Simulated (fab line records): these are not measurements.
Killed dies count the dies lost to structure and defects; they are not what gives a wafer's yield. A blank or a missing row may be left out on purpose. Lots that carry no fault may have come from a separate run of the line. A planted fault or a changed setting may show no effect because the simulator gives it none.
Chamber matching ; flow nand-harc ; NHARC_P_ZERO_WELL_ETCH_63 on rie-si-02 has 4 sister chambers
The step etches the open film in HBr/Cl2, target depth 120 nm, time 40.1 s. 8 wafers are shown with their chamber, then 10 later ones without.

WAFERS, EACH WITH ITS CHAMBER
wafer;chamber;oes-product-au (a.u.);chamber-pressure-mTorr (mTorr)
L079.6;2;0.991;15.002
L080.1;2;0.982;14.983
L084.1;3;0.993;15.010
L084.6;1;0.988;14.987
L086.3;3;0.993;14.990
L086.5;0;1.013;15.015
L087.2;1;0.985;15.013
L087.3;0;0.999;15.005

WAFERS WHOSE CHAMBER IS MISSING
wafer;oes-product-au (a.u.);chamber-pressure-mTorr (mTorr)
L087.5;0.983;14.999
L093.2;0.994;15.010
L093.3;0.996;14.994
L093.6;0.983;15.020
L094.1;0.997;14.962
L094.3;0.987;14.989
L094.5;0.993;15.011
L096.1;0.995;14.998
L096.2;0.981;14.994
L096.3;0.992;14.981

THE CHAMBER EACH PASSED THROUGH
wafer;from the rows above;in truth
L087.5;can't be placed: 1 or 2 or 3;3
L093.2;can't be placed: 3 or 1 or 2 or 0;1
L093.3;can't be placed: 3 or 2 or 1 or 0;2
L093.6;can't be placed: 1 or 2 or 3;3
L094.1;can't be placed: 2 or 3 or 1 or 0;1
L094.3;can't be placed: 2 or 1 or 3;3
L094.5;can't be placed: 3 or 1 or 2 or 0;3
L096.1;can't be placed: 3 or 1 or 2 or 0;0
L096.2;can't be placed: 2 or 1 or 3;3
L096.3;can't be placed: 2 or 3 or 1 or 0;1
Correctly placed: 0 of 10. Not placeable from these rows: 10 (in 10, the candidates include the true chamber). Number placed wrongly: 0.
How it was worked out, from the rows above alone: a wafer's distance from a chamber is the root of the sum, over the readings, of the square of ((its reading less the chamber's mean) divided by the reading's scatter). If the next closest chamber is less than 2 further off than the closest, the wafer can't be placed; otherwise it belongs to the closest. For every chamber, the mean is computed from those of its wafers that are shown. The scatter is the square root of a quotient: the sum, over the shown wafers, of each reading's squared deviation from its chamber's mean, divided by wafers minus chambers.
